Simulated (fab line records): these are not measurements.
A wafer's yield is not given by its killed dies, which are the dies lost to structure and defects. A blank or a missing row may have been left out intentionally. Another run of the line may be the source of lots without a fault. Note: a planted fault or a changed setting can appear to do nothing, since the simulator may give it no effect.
Split-lot study + flow n5_finfet + 7 lots, 21 wafers read, on a route of 1938 steps

ABOUT THE SPLIT
At N5_HKMG_FIN_ETCH_55 (etches SOC in N2/H2, target depth 240 nm, time 300 s), the setting time_s was moved away from the recipe's 300 s on 8 of the 21 wafers read, by -11.1% to +18.1%. This setting was run at the recipe's value on the other wafers.

The reading is taken at the split's own step.

THE READING
SiARC_of_HKMG_FIN_COAT_42.thk_nm (the simulator's own value, which no gauge read), in nm, at N5_HKMG_FIN_ETCH_55 (etches SOC in N2/H2, target depth 240 nm, time 300 s). The file does not state a usual value for it. Across the 13 wafers here that went through the recipe, the average is 21.5 nm and the standard deviation 0.15 nm.

| wafer  | tool, chamber at the split | time_s as run, s | against the recipe | SiARC_of_HKMG_FIN_COAT_42.thk_nm, nm | against lot-mates on the recipe |
|--------|----------------------------|------------------|--------------------|--------------------------------------|---------------------------------|
| L075.2 | rie_diel-04, 2             | 354.2            | +18.1%             | 18.8                                 | -2.6                            |
| L075.5 | rie_diel-04, 1             | 354.2            | +18.1%             | 18.8                                 | -2.6                            |
| L075.6 | rie_diel-04, 2             | 300              | recipe             | 21.4                                 | -                               |
| L076.2 | rie_diel-04, 2             | 300              | recipe             | 21.8                                 | -                               |
| L076.4 | rie_diel-04, 1             | 328.3            | +9.4%              | 20.4                                 | -1.3                            |
| L076.6 | rie_diel-04, 2             | 300              | recipe             | 21.6                                 | -                               |
| L084.3 | rie_diel-01, 3             | 266.6            | -11.1%             | 23.2                                 | +1.8                            |
| L084.4 | rie_diel-01, 1             | 266.6            | -11.1%             | 22.8                                 | +1.4                            |
| L084.5 | rie_diel-01, 2             | 300              | recipe             | 21.4                                 | -                               |
| L088.3 | rie_diel-04, 0             | 300              | recipe             | 21.4                                 | -                               |
| L088.4 | rie_diel-04, 1             | 300              | recipe             | 21.6                                 | -                               |
| L088.5 | rie_diel-04, 1             | 300              | recipe             | 21.6                                 | -                               |
| L091.3 | rie_diel-01, 2             | 332              | +10.7%             | 19.8                                 | -1.4                            |
| L091.5 | rie_diel-01, 2             | 332              | +10.7%             | 19.8                                 | -1.4                            |
| L091.6 | rie_diel-01, 1             | 300              | recipe             | 21.2                                 | -                               |
| L093.2 | rie_diel-04, 0             | 300              | recipe             | 21.4                                 | -                               |
| L093.3 | rie_diel-04, 3             | 330.1            | +10.0%             | 19.6                                 | -1.8                            |
| L093.4 | rie_diel-04, 0             | 300              | recipe             | 21.4                                 | -                               |
| L095.2 | rie_diel-06, 2             | 300              | recipe             | 21.4                                 | -                               |
| L095.3 | rie_diel-06, 3             | 300              | recipe             | 21.6                                 | -                               |
| L095.5 | rie_diel-06, 2             | 300              | recipe             | 21.4                                 | -                               |

THE FIT
A straight line over all 21 wafers: SiARC_of_HKMG_FIN_COAT_42.thk_nm changes by -0.147 nm for each +1% of time_s; r = -0.99; the points scatter about the line by 0.19 nm.
The same after taking each lot's own level away (the mean of its wafers on the recipe; 21 wafers): -0.144 nm for each +1%; r = -0.99; scatter 0.13 nm.
That fit puts the effect of the largest move of time_s on the reading at 2.6 nm.
The span of the lots' own levels, 21.20 to 21.70 nm, comes to 3.4 times the standard deviation stated above.
Hence the lot-to-lot level has little effect on the slope; both slopes agree.
Check: for one of the wafers moved furthest among these (+18.1%), held out of the fit, the line's prediction against its lot-mates is -2.6 nm. It came out at -2.6 nm against them.

OTHER SPLITS APPLIED TO THESE WAFERS
These wafers also went through other splits before the reading. Each is held against what the fit with the lots' levels taken away leaves over:
| other split on the same wafers | wafers away from the commonest value | r with SiARC_of_HKMG_FIN_COAT_42.thk_nm (lot level and that fit taken away) |
|--------------------------------|--------------------------------------|-----------------------------------------------------------------------------|
| N5_HKMG_FIN_EXPOSE_46 dose_mj  | 5                                    | +0.02                                                                       |

THE WHOLE CHAIN: every reading that the file lists as answering this split, in the file's order
| step                | what it does                                         | reading                                                                           | change (the file's fit)               | r (the file's) |
|---------------------|------------------------------------------------------|-----------------------------------------------------------------------------------|---------------------------------------|----------------|
| N5_HKMG_FIN_ETCH_55 | etches SOC in N2/H2, target depth 240 nm, time 300 s | etch.depth_nm (the simulator's own value, which no gauge read)                    | +2.36 nm for each +1% of the setting  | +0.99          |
| N5_HKMG_FIN_ETCH_55 | etches SOC in N2/H2, target depth 240 nm, time 300 s | HKMG_FIN.feature_depth_nm (the simulator's own value, which no gauge read)        | +2.36 nm for each +1% of the setting  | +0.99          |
| N5_HKMG_FIN_ETCH_55 | etches SOC in N2/H2, target depth 240 nm, time 300 s | SiARC_of_HKMG_FIN_COAT_42.thk_nm (the simulator's own value, which no gauge read) | -0.146 nm for each +1% of the setting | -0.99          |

THE FILE'S OWN FIT
SiARC_of_HKMG_FIN_COAT_42.thk_nm changes by -0.146 nm for each +1% of time_s, r = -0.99.
